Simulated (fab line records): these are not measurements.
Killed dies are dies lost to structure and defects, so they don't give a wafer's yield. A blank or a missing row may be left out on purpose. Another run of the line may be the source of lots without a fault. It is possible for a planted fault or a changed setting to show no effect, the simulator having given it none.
Which tool is to blame? / flow nandHarc / Sampling: 12 lots, 36 wafers, 5 of 1159 route steps

## WHAT THE GAUGES READ, wafer by wafer
NHARC_P_M1_THK_MEAS_24: measures by xrf. Usual: thkNm reads 158.1 nm (standard deviation 1.6).
lot=L886; measured=day 6 14:05; on=filmMetro-01; thkNm (nm)=158.6 160.6 159.0; flag=
lot=L888; measured=day 7 02:02; on=filmMetro-02; thkNm (nm)=160.6 158.9 162.0; flag=
lot=L887; measured=day 7 03:08; on=filmMetro-02; thkNm (nm)=154.4 158.0 156.3; flag=
lot=L890; measured=day 7 22:52; on=filmMetro-02; thkNm (nm)=156.0 157.8 160.7; flag=
lot=L896; measured=day 9 05:25; on=filmMetro-01; thkNm (nm)=157.4 157.5 157.6; flag=
lot=L895; measured=day 9 14:07; on=filmMetro-01; thkNm (nm)=158.5 157.1 155.6; flag=
lot=L900; measured=day 10 01:49; on=filmMetro-01; thkNm (nm)=159.4 159.5 157.6; flag=
lot=L902; measured=day 10 12:27; on=filmMetro-02; thkNm (nm)=159.2 156.7 155.9; flag=
lot=L903; measured=day 10 17:30; on=filmMetro-02; thkNm (nm)=160.1 158.8 157.5; flag=
lot=L905; measured=day 11 08:16; on=filmMetro-02; thkNm (nm)=157.3 160.2 159.4; flag=
lot=L906; measured=day 11 09:13; on=filmMetro-01; thkNm (nm)=157.2 156.4 157.0; flag=
lot=L907; measured=day 11 23:59; on=filmMetro-02; thkNm (nm)=158.5 158.7 156.4; flag=

NHARC_END_SORT_01. Usual: defectLimitedYield 95.6 %, standard deviation 1.4; killedAtArray 25, standard deviation 9.2; killedAtOther 0.8, standard deviation 1.2; killedAtPeriphery 3.9, standard deviation 2.6; killedDies 30, standard deviation 9.7; killedOpen 3.4, standard deviation 1.9; killedShort 2.0, standard deviation 1.4; sort_bin_2_pct 1.4 %, standard deviation 0.62; sort_bin_3_pct 0.24 %, standard deviation 0.2; sort_bin_4_pct 2.8 %, standard deviation 0.92; sortNPass 647, standard deviation 9.7; sortRimYieldPct 94 %, standard deviation 3.3; sortYieldPct 95.6 %, standard deviation 1.4.
lot=L896; measured=day 22 12:47; on=prober-01; defectLimitedYield (%)=0 0 0; killedAtArray=24 24 21; killedAtOther=0 0 1; killedAtPeriphery=653 653 655; killedDies=677 677 677; killedOpen=5 2 3; killedShort=1 2 3; sort_bin_2_pct (%)=97.3 97.3 97.0; sort_bin_3_pct (%)=0.30 0.30 0.30; sort_bin_4_pct (%)=2.4 2.4 2.7; sortNPass=0 0 0; sortRimYieldPct (%)=0 0 0; sortYieldPct (%)=0 0 0; flag=OFF
lot=L895; measured=day 22 15:07; on=prober-02; defectLimitedYield (%)=0 0 0; killedAtArray=35 33 34; killedAtOther=2 2 1; killedAtPeriphery=640 642 642; killedDies=677 677 677; killedOpen=4 4 2; killedShort=2 5 1; sort_bin_2_pct (%)=96.3 96.2 96.5; sort_bin_3_pct (%)=0.59 0.59 0.30; sort_bin_4_pct (%)=3.1 3.2 3.2; sortNPass=0 0 0; sortRimYieldPct (%)=0 0 0; sortYieldPct (%)=0 0 0; flag=OFF
lot=L902; measured=day 23 15:56; on=prober-01; defectLimitedYield (%)=95.9 95.7 96.2; killedAtArray=25 24 26; killedAtOther=1 1 0; killedAtPeriphery=2 4 0; killedDies=28 29 26; killedOpen=1 5 1; killedShort=1 1 0; sort_bin_2_pct (%)=1.5 1.0 1.6; sort_bin_3_pct (%)=0 0.15 0.15; sort_bin_4_pct (%)=2.7 3.1 2.1; sortNPass=649 648 651; sortRimYieldPct (%)=98 96 93; sortYieldPct (%)=95.9 95.7 96.2; flag=
lot=L903; measured=day 24 00:33; on=prober-01; defectLimitedYield (%)=98.1 97.5 97.6; killedAtArray=10 14 15; killedAtOther=2 0 1; killedAtPeriphery=1 3 0; killedDies=13 17 16; killedOpen=3 8 1; killedShort=3 2 3; sort_bin_2_pct (%)=0.3 0.4 0.6; sort_bin_3_pct (%)=0 0.15 0.44; sort_bin_4_pct (%)=1.6 1.9 1.3; sortNPass=664 660 661; sortRimYieldPct (%)=94 92 97; sortYieldPct (%)=98.1 97.5 97.6; flag=

## TOOL THAT RAN EACH LOT (tool first, then ch and the chambers of the sampled wafers, then the start)
lot=L886; NHARC_P_M1_CMP_23=cmp-04 ch 0,1,3, day 6 13:49; NHARC_P_M2_ETCH_35=rieDiel-07 ch 1,2,3, day 6 15:56; NHARC_P_M2_PRE_CLEAN_30=pvdSputter-01, no start
lot=L888; NHARC_P_M1_CMP_23=cmp-04 ch 0,1, day 7 01:43; NHARC_P_M2_ETCH_35=rieDiel-01 ch 1,2, day 7 03:46; NHARC_P_M2_PRE_CLEAN_30=pvdSputter-01, no start
lot=L887; NHARC_P_M1_CMP_23=cmp-01 ch 1,2,3, day 7 02:49; NHARC_P_M2_ETCH_35=rieDiel-01 ch 0,1,3, day 7 04:51; NHARC_P_M2_PRE_CLEAN_30=pvdSputter-01, no start
lot=L890; NHARC_P_M1_CMP_23=cmp-01 ch 0,1,3, day 7 22:36; NHARC_P_M2_ETCH_35=rieDiel-07 ch 0,2,3, day 8 00:41; NHARC_P_M2_PRE_CLEAN_30=pvdSputter-03, no start
lot=L896; NHARC_P_M1_CMP_23=cmp-01 ch 0,1,3, day 9 05:07; NHARC_P_M2_ETCH_35=rieDiel-07 ch 0,1,3, day 9 07:25; NHARC_P_M2_PRE_CLEAN_30=pvdSputter-03, day 22 12:47 or earlier
lot=L895; NHARC_P_M1_CMP_23=cmp-03 ch 2,3, day 9 13:50; NHARC_P_M2_ETCH_35=rieDiel-07 ch 0,1,3, day 9 15:54; NHARC_P_M2_PRE_CLEAN_30=pvdSputter-01, day 22 15:07 or earlier
lot=L900; NHARC_P_M1_CMP_23=cmp-03 ch 1,3, day 10 01:30; NHARC_P_M2_ETCH_35=rieDiel-07 ch 2,3, day 10 03:42; NHARC_P_M2_PRE_CLEAN_30=pvdSputter-03, no start
lot=L902; NHARC_P_M1_CMP_23=cmp-03 ch 2,3, day 10 12:10; NHARC_P_M2_ETCH_35=rieDiel-13 ch 0,1,3, day 10 14:57; NHARC_P_M2_PRE_CLEAN_30=pvdSputter-01, day 23 15:56 or earlier
lot=L903; NHARC_P_M1_CMP_23=cmp-01 ch 1,2,3, day 10 17:13; NHARC_P_M2_ETCH_35=rieDiel-01 ch 1,3, day 10 19:19; NHARC_P_M2_PRE_CLEAN_30=pvdSputter-03, day 24 00:33 or earlier
lot=L905; NHARC_P_M1_CMP_23=cmp-04 ch 0,1, day 11 07:57; NHARC_P_M2_ETCH_35=rieDiel-07 ch 0,3, day 11 10:13; NHARC_P_M2_PRE_CLEAN_30=pvdSputter-02, no start
lot=L906; NHARC_P_M1_CMP_23=cmp-04 ch 0,1,2, day 11 08:54; NHARC_P_M2_ETCH_35=rieDiel-07 ch 0,1,2, day 11 11:02; NHARC_P_M2_PRE_CLEAN_30=pvdSputter-01, no start
lot=L907; NHARC_P_M1_CMP_23=cmp-04 ch 0,1,2, day 11 23:41; NHARC_P_M2_ETCH_35=rieDiel-07 ch 1,2,3, day 12 01:40; NHARC_P_M2_PRE_CLEAN_30=pvdSputter-01, no start
- NHARC_P_M1_CMP_23: polishes, t overpolish 20 s, target thk 157.82 nm.
- NHARC_P_M2_ETCH_35: etches the open film in N2/H2, target depth 40 nm, overetch 12 nm, time 43.94 s.
- NHARC_P_M2_PRE_CLEAN_30: time 30 s.

## AS READ BY THE TOOLS THEMSELVES (means over the sampled wafers that have a number; for cases with no such wafer, the mark the record gives instead)
NHARC_P_M1_CMP_23. Usual: motorCurrentA 11.2 A, standard deviation 0.89; retainingRingPressureFrac 1.000, standard deviation 0.005; timeToEndpointS 29.3 s, standard deviation 2.6.
lot=L886; tool=cmp-04; motorCurrentA (A)=11.0; retainingRingPressureFrac=1.000; timeToEndpointS (s)=28.3; flag=
lot=L888; tool=cmp-04; motorCurrentA (A)=11.6; retainingRingPressureFrac=1.002; timeToEndpointS (s)=32.5; flag=
lot=L887; tool=cmp-01; motorCurrentA (A)=11.8; retainingRingPressureFrac=0.996; timeToEndpointS (s)=27.0; flag=
lot=L890; tool=cmp-01; motorCurrentA (A)=11.7; retainingRingPressureFrac=0.997; timeToEndpointS (s)=29.5; flag=
lot=L896; tool=cmp-01; motorCurrentA (A)=12.0; retainingRingPressureFrac=0.998; timeToEndpointS (s)=27.3; flag=
lot=L895; tool=cmp-03; motorCurrentA (A)=11.0; retainingRingPressureFrac=1.002; timeToEndpointS (s)=30.7; flag=
lot=L900; tool=cmp-03; motorCurrentA (A)=11.8; retainingRingPressureFrac=1.003; timeToEndpointS (s)=29.9; flag=
lot=L902; tool=cmp-03; motorCurrentA (A)=10.9; retainingRingPressureFrac=1.003; timeToEndpointS (s)=30.5; flag=
lot=L903; tool=cmp-01; motorCurrentA (A)=11.9; retainingRingPressureFrac=0.996; timeToEndpointS (s)=30.5; flag=
lot=L905; tool=cmp-04; motorCurrentA (A)=11.1; retainingRingPressureFrac=1.000; timeToEndpointS (s)=32.2; flag=
lot=L906; tool=cmp-04; motorCurrentA (A)=11.0; retainingRingPressureFrac=1.000; timeToEndpointS (s)=27.3; flag=
lot=L907; tool=cmp-04; motorCurrentA (A)=11.3; retainingRingPressureFrac=1.000; timeToEndpointS (s)=32.0; flag=

NHARC_P_M2_ETCH_35. Usual: biasW 150.0 W, standard deviation 0.44; chamberPressureMTorr 29.994 mTorr, standard deviation 0.026; drypumpMotorCurrentA 5.6 A, standard deviation 0.41; n2FlowSccm 150.0 sccm, standard deviation 0.48; oesProductAu 1.002 a.u., standard deviation 0.01; rfVppV 430.1 V, standard deviation 2.6; showerheadPlenumPTorr 2.03 Torr, standard deviation 0.088; throttleValvePct 14.171 %, standard deviation 0.0095.
lot=L886; tool=rieDiel-07; biasW (W)=149.9; chamberPressureMTorr (mTorr)=30.028; drypumpMotorCurrentA (A)=5.8; n2FlowSccm (sccm)=149.8; oesProductAu (a.u.)=1.010; rfVppV (V)=430.3; showerheadPlenumPTorr (Torr)=2.00; throttleValvePct (%)=14.163; flag=
lot=L888; tool=rieDiel-01; biasW (W)=150.2; chamberPressureMTorr (mTorr)=29.990; drypumpMotorCurrentA (A)=5.2; n2FlowSccm (sccm)=149.7; oesProductAu (a.u.)=0.996; rfVppV (V)=428.6; showerheadPlenumPTorr (Torr)=1.96; throttleValvePct (%)=14.167; flag=
lot=L887; tool=rieDiel-01; biasW (W)=150.1; chamberPressureMTorr (mTorr)=30.011; drypumpMotorCurrentA (A)=5.3; n2FlowSccm (sccm)=150.6; oesProductAu (a.u.)=0.997; rfVppV (V)=430.4; showerheadPlenumPTorr (Torr)=2.01; throttleValvePct (%)=14.172; flag=
lot=L890; tool=rieDiel-07; biasW (W)=150.0; chamberPressureMTorr (mTorr)=29.989; drypumpMotorCurrentA (A)=5.6; n2FlowSccm (sccm)=150.2; oesProductAu (a.u.)=0.998; rfVppV (V)=429.5; showerheadPlenumPTorr (Torr)=2.03; throttleValvePct (%)=14.174; flag=
lot=L896; tool=rieDiel-07; biasW (W)=-; chamberPressureMTorr (mTorr)=-; drypumpMotorCurrentA (A)=-; n2FlowSccm (sccm)=-; oesProductAu (a.u.)=-; rfVppV (V)=-; showerheadPlenumPTorr (Torr)=-; throttleValvePct (%)=-; flag=OFF
lot=L895; tool=rieDiel-07; biasW (W)=-; chamberPressureMTorr (mTorr)=-; drypumpMotorCurrentA (A)=-; n2FlowSccm (sccm)=-; oesProductAu (a.u.)=-; rfVppV (V)=-; showerheadPlenumPTorr (Torr)=-; throttleValvePct (%)=-; flag=OFF
lot=L900; tool=rieDiel-07; biasW (W)=150.3; chamberPressureMTorr (mTorr)=29.996; drypumpMotorCurrentA (A)=5.6; n2FlowSccm (sccm)=149.8; oesProductAu (a.u.)=1.013; rfVppV (V)=428.2; showerheadPlenumPTorr (Torr)=1.95; throttleValvePct (%)=14.174; flag=
lot=L902; tool=rieDiel-13; biasW (W)=149.9; chamberPressureMTorr (mTorr)=30.008; drypumpMotorCurrentA (A)=5.7; n2FlowSccm (sccm)=149.9; oesProductAu (a.u.)=0.995; rfVppV (V)=431.8; showerheadPlenumPTorr (Torr)=2.05; throttleValvePct (%)=14.179; flag=
lot=L903; tool=rieDiel-01; biasW (W)=149.7; chamberPressureMTorr (mTorr)=30.026; drypumpMotorCurrentA (A)=5.4; n2FlowSccm (sccm)=149.9; oesProductAu (a.u.)=0.996; rfVppV (V)=427.8; showerheadPlenumPTorr (Torr)=1.95; throttleValvePct (%)=14.176; flag=
lot=L905; tool=rieDiel-07; biasW (W)=149.4; chamberPressureMTorr (mTorr)=29.991; drypumpMotorCurrentA (A)=5.8; n2FlowSccm (sccm)=149.9; oesProductAu (a.u.)=1.003; rfVppV (V)=430.8; showerheadPlenumPTorr (Torr)=2.04; throttleValvePct (%)=14.173; flag=
lot=L906; tool=rieDiel-07; biasW (W)=150.1; chamberPressureMTorr (mTorr)=29.991; drypumpMotorCurrentA (A)=5.5; n2FlowSccm (sccm)=150.2; oesProductAu (a.u.)=1.011; rfVppV (V)=431.5; showerheadPlenumPTorr (Torr)=2.05; throttleValvePct (%)=14.167; flag=
lot=L907; tool=rieDiel-07; biasW (W)=149.7; chamberPressureMTorr (mTorr)=29.984; drypumpMotorCurrentA (A)=5.8; n2FlowSccm (sccm)=149.7; oesProductAu (a.u.)=1.012; rfVppV (V)=429.4; showerheadPlenumPTorr (Torr)=2.00; throttleValvePct (%)=14.171; flag=

NHARC_P_M2_PRE_CLEAN_30. Usual: heaterPowerW reads 419 W (standard deviation 28).
lot=L886; tool=pvdSputter-01; heaterPowerW (W)=441; flag=
lot=L888; tool=pvdSputter-01; heaterPowerW (W)=415; flag=
lot=L887; tool=pvdSputter-01; heaterPowerW (W)=425; flag=
lot=L890; tool=pvdSputter-03; heaterPowerW (W)=400; flag=
lot=L896; tool=pvdSputter-03; heaterPowerW (W)=403; flag=
lot=L895; tool=pvdSputter-01; heaterPowerW (W)=435; flag=
lot=L900; tool=pvdSputter-03; heaterPowerW (W)=403; flag=
lot=L902; tool=pvdSputter-01; heaterPowerW (W)=439; flag=
lot=L903; tool=pvdSputter-03; heaterPowerW (W)=400; flag=
lot=L905; tool=pvdSputter-02; heaterPowerW (W)=414; flag=
lot=L906; tool=pvdSputter-01; heaterPowerW (W)=423; flag=
lot=L907; tool=pvdSputter-01; heaterPowerW (W)=413; flag=

## THE ANSWER, worked out from the rows above alone
Rule: lot off if the mean of its wafers having a number is beyond 3 standard deviations from the usual mean. A lot without any number at a reading at which 4 lots or more have one is off too. Where the step has rows for the other lots, those lots are counted as sound. Order of review: gauges by route order, followed by the tools' own readings, for which a lot's mean as printed above is used. The first step at which some lot is off is used, and at that step the reading that is off furthest; a lot without a number counts as furthest.
Off at NHARC_END_SORT_01 (killedAtPeriphery): L896, L895. Neither off nor sound, because the step has no rows for them: L886, L888, L887, L890, L900, L905, L906, L907.
A tool fits if, at a process step before that reading, it ran every lot that is off, and no sound lot after the first of them. Not tried: the gauges at NHARC_END_SORT_01; whatever is off there is also off at NHARC_P_M2_ETCH_35, on other tools, and gauge error can't account for it. With no start given for some of its lots, NHARC_P_M2_PRE_CLEAN_30 uses the hours and lot order of NHARC_END_SORT_01. One candidate fits, namely rieDiel-07 at NHARC_P_M2_ETCH_35. It ran no sound lot before its first lot that is off in this sample, so the start can't be narrowed down.
Blank at NHARC_P_M2_ETCH_35 on the lots that are off, where sound lots have numbers: biasW, chamberPressureMTorr, drypumpMotorCurrentA, n2FlowSccm, oesProductAu, rfVppV, showerheadPlenumPTorr, throttleValvePct.

## WHAT THE SIMULATOR HAD PUT IN
Skipped step whole: rieDiel-07, from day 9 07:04 on, at NHARC_P_M2_ETCH_35. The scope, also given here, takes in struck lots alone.
Shown lots that were struck: L896, L895. The rule above found the same.
